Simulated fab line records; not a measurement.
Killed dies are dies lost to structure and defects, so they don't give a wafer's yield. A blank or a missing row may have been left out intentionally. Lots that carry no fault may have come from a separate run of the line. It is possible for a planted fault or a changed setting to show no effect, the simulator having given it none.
A struck lot beside a sound one | flow nand harc | 13 out of 1159 route steps
Sound: wafers L824.3, L824.4, L824.6. Struck: wafers L829.1, L829.3, L829.4. Last of all comes the cause.
At each step with rows: each side's tool, then ch and its chambers, then its first start. Under that, the readings that differ: sound wafers | struck wafers | difference of the means | sigmas: that difference in standard deviations of wafers without a fault.
alike: a reading whose means differ by less than 2 such deviations, as well as words and numbers matching on both sides. not compared: withheld readings; readings where some wafer has no value; bounds like >300 that might hide an equal value; numbers whose values overlap and for which the record gives no deviation.
Wherever a step has rows on one side only, a row that says differs or no value, or a row with sigmas, the two part there. Numbers that don't overlap but have no deviation are shown without sigmas and don't part them. A reading that every wafer of one side lacks parts them only if that side has two wafers or more.

first, 1 step without rows for these wafers: NHARC_P_BONDPAD_SRD_31 (time 30 s, dry time 20 s).
NHARC_A_START_INSPECT_01:
  sound: defect inspect-02 at day 6 22:14; struck: defect inspect-01 at day 8 02:32
  alike: raw defect count
then, 10 steps without rows for these wafers: NHARC_A_ZERO_WELL_PRECLEAN_00 (cleans in SPM, time 600 s); NHARC_A_ZERO_WELL_SRD_01; NHARC_A_ZERO_WELL_DEHYDRATE_02 (time 120 s); NHARC_A_ZERO_WELL_HMDS_03 (time 30 s); NHARC_A_ZERO_WELL_COAT_18 (time 65 s); NHARC_A_ZERO_WELL_COAT_04 (resist thk 600 nm); NHARC_A_ZERO_WELL_SOFTBAKE_05 (time 70 s); NHARC_A_ZERO_WELL_EBR_06; NHARC_A_ZERO_WELL_EXPOSE_07 (exposes mask A ZERO); NHARC_A_ZERO_WELL_PEB_08 (peb time 80 s).
NHARC_A_ZERO_WELL_DEVELOP_09: time 50 s.
  sound on litho track-05 ch 0, day 6 23:00; struck on litho track-07, day 8 03:00
  no value came back on the struck wafers for chill plate temp C (C), developer temp C (C); on the sound wafers chill plate temp C (C) reads 22.99 23.11 23.17

## WHERE THEY PART
At NHARC_A_ZERO_WELL_DEVELOP_09 and nowhere else, as far as this record goes.

WHY: whatever the simulator had introduced
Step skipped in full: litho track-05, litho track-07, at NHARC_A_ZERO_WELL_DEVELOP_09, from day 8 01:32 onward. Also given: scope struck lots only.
